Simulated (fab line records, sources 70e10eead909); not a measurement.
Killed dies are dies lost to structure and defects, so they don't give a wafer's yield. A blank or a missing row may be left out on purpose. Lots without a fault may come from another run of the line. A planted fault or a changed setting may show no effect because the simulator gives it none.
A struck lot beside a sound one | flow nand_harc | 17 steps out of a route of 1302
Sound: wafers L598.3, L598.4, L598.5. Struck: wafers L604.1, L604.3. (L604.6 of the same lot was not struck and is left out.) The cause comes at the end.
At each step with rows: each side's tool, then ch and its chambers, then its first start. Under that, the readings that differ: sound wafers | struck wafers | difference of the means | sigmas: that difference in standard deviations of wafers without a fault.
alike: readings whose means differ by less than 2 such deviations, and words and numbers that are the same on both sides. not compared: withheld readings, readings that some wafer has no value for, bounds like >300 that may hide the same value, and numbers for which the record gives no deviation and whose values overlap.
The two part at a step that has a row with sigmas, a row that says differs or no value, or rows on one side only. Numbers that don't overlap but have no deviation are shown without sigmas and don't part them. A reading that every wafer of one side lacks parts them only if that side has two wafers or more.

NHARC_P_M0_OVL_MEAS_10: pitch 180 nm.
  sound on overlay-01, day 8 22:59; struck on overlay-02, day 11 06:16
  alike: overlay_x_nm, overlay_y_nm
NHARC_P_M0_INSPECT_11:
  sound on defect_inspect-01, day 8 23:02; struck on defect_inspect-01, day 11 06:18
  alike: raw_defect_count
then, 1 step without rows for these wafers: NHARC_P_M0_DESCUM_14 (chemistry O2, time 3 s).
NHARC_P_M0_ETCH_34: etches the open film in N2/H2, target depth 40 nm, overetch 12 nm, time 43.94 s.
  sound on rie_diel-04 ch 0,1,2, day 8 23:11; struck on rie_diel-08 ch 2,3, day 11 06:27
  alike: drypump_motor_current_A, oes_product_au, rf_vpp_V, showerhead_plenum_p_Torr, throttle_valve_pct
  not compared: rf_hours_counter_h
NHARC_P_M0_ETCH_15: etches the open film in C4F8/Ar, target depth 150 nm, overetch 15 nm, time 82.5 s.
  sound on rie_diel-04 ch 0,2; struck on rie_diel-08 ch 0,3
  alike: oes_product_au, rf_vpp_V
  not compared: rf_hours_counter_h
NHARC_P_M0_CD_MEAS_16:
  sound on cd_sem-02, day 8 23:23; struck on cd_sem-02, day 11 06:40
  alike: cd_nm
NHARC_P_M0_STRIP_18: strips in N2/H2.
  sound on rie_diel-13 ch 2,3, day 8 23:31; struck on rie_diel-08 ch 2,3, day 11 06:45
  alike: drypump_motor_current_A, oes_product_au, rf_vpp_V, showerhead_plenum_p_Torr, throttle_valve_pct
  not compared: rf_hours_counter_h
then, 2 steps without rows for these wafers: NHARC_P_M0_STRIP_19 (strips in post etch residue remover, time 600 s); NHARC_P_M0_DEGAS_28 (time 60 s).
NHARC_P_M0_PRE_CLEAN_29: time 30 s.
  sound on pvd_sputter-01; struck on pvd_sputter-01
  alike: heater_power_w
then, 1 step without rows for these wafers: NHARC_P_M0_PVD_20 (deposits TaN, target thk 5 nm, time 8.06 s).
NHARC_P_M0_PVD_21: deposits Cu, target thk 30 nm, time 20.49 s.
  sound on pvd_sputter-01; struck on pvd_sputter-01
  alike: throttle_valve_pct
NHARC_P_M0_ECD_22: material Cu, target thk 400 nm.
  sound on ecd_cu-01 ch 0,1, day 9 00:47; struck on ecd_cu-01 ch 0,1, day 11 07:39
then, 1 step without rows for these wafers: NHARC_P_M0_ANNEAL_30 (time 90 s).
NHARC_P_M0_CMP_23: polishes, t overpolish 20 s, target thk 117.54 nm.
  sound on cmp-03 ch 0,3, day 9 01:31; struck on cmp-03 ch 2,3, day 11 08:41
  reading                | sound          | struck    | difference | sigmas
  time_to_endpoint_s (s) | 26.6 26.8 25.4 | 18.6 15.0 | -9.5       | -5
  alike: motor_current_A
NHARC_P_M0_THK_MEAS_24: measures by xrf.
  sound on film_metro-02, day 9 01:47; struck on film_metro-02, day 11 09:00
  alike: thk_nm
NHARC_END_SORT_01:
  the record has rows for the sound wafers here (prober-01 ch 0, day 27 09:55) and none for the struck ones

WHERE THEY PART
First at NHARC_P_M0_CMP_23; last, within this record, at NHARC_END_SORT_01.

WHY: what the simulator had put in
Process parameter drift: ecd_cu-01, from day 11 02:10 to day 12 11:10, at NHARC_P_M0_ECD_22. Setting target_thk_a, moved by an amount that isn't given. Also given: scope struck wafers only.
